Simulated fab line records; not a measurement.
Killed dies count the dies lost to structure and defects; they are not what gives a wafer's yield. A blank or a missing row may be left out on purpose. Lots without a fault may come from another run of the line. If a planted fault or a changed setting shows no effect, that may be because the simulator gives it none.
Matching of chambers || flow n5_finfet || N5_SD_EPI_N_DESCUM_14 on rie_diel-05 has 4 sister chambers
The step chemistry O2, time 7.9 s. 4 wafers are shown with their chamber, then 12 later ones without.

## EACH WAFER AND ITS CHAMBER
{"wafer": "L083.3", "chamber": 0, "drypump_motor_current_A (A)": 5.5}
{"wafer": "L084.6", "chamber": 3, "drypump_motor_current_A (A)": 5.5}
{"wafer": "L088.3", "chamber": 2, "drypump_motor_current_A (A)": 4.9}
{"wafer": "L088.5", "chamber": 1, "drypump_motor_current_A (A)": 6.2}

## WAFERS MISSING THEIR CHAMBER
{"wafer": "L089.1", "drypump_motor_current_A (A)": 6.2}
{"wafer": "L089.5", "drypump_motor_current_A (A)": 6.2}
{"wafer": "L089.6", "drypump_motor_current_A (A)": 5.5}
{"wafer": "L091.1", "drypump_motor_current_A (A)": 6.2}
{"wafer": "L091.2", "drypump_motor_current_A (A)": 5.4}
{"wafer": "L091.6", "drypump_motor_current_A (A)": 6.2}
{"wafer": "L092.1", "drypump_motor_current_A (A)": 6.2}
{"wafer": "L092.3", "drypump_motor_current_A (A)": 4.9}
{"wafer": "L092.4", "drypump_motor_current_A (A)": 5.5}
{"wafer": "L097.1", "drypump_motor_current_A (A)": 5.5}
{"wafer": "L097.3", "drypump_motor_current_A (A)": 6.2}
{"wafer": "L097.5", "drypump_motor_current_A (A)": 4.9}

## EACH ONE'S CHAMBER
{"wafer": "L089.1", "from the rows above": 1, "in truth": 1}
{"wafer": "L089.5", "from the rows above": 1, "in truth": 1}
{"wafer": "L089.6", "from the rows above": "can't be placed: 0 or 3", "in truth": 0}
{"wafer": "L091.1", "from the rows above": 1, "in truth": 1}
{"wafer": "L091.2", "from the rows above": "can't be placed: 0 or 3", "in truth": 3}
{"wafer": "L091.6", "from the rows above": 1, "in truth": 1}
{"wafer": "L092.1", "from the rows above": 1, "in truth": 1}
{"wafer": "L092.3", "from the rows above": 2, "in truth": 2}
{"wafer": "L092.4", "from the rows above": "can't be placed: 0 or 3", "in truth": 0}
{"wafer": "L097.1", "from the rows above": "can't be placed: 0 or 3", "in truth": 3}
{"wafer": "L097.3", "from the rows above": 1, "in truth": 1}
{"wafer": "L097.5", "from the rows above": 2, "in truth": 2}
Correct placement for 8 of the 12. Unplaceable from these rows: 4, with the true chamber sitting among the candidates in 4. Wrongly placed: 0.
How it was worked out, from the rows above alone: a wafer's distance from a chamber is the root of the sum, over the readings, of the square of ((its reading less the chamber's mean) divided by the reading's scatter). If the next closest chamber is less than 2 further off than the closest, the wafer can't be placed; otherwise it belongs to the closest. Each chamber's mean is taken over the wafers shown for it. The scatter: root of mean squared gap, hidden wafer to nearest shown wafer, with one shown wafer a chamber.
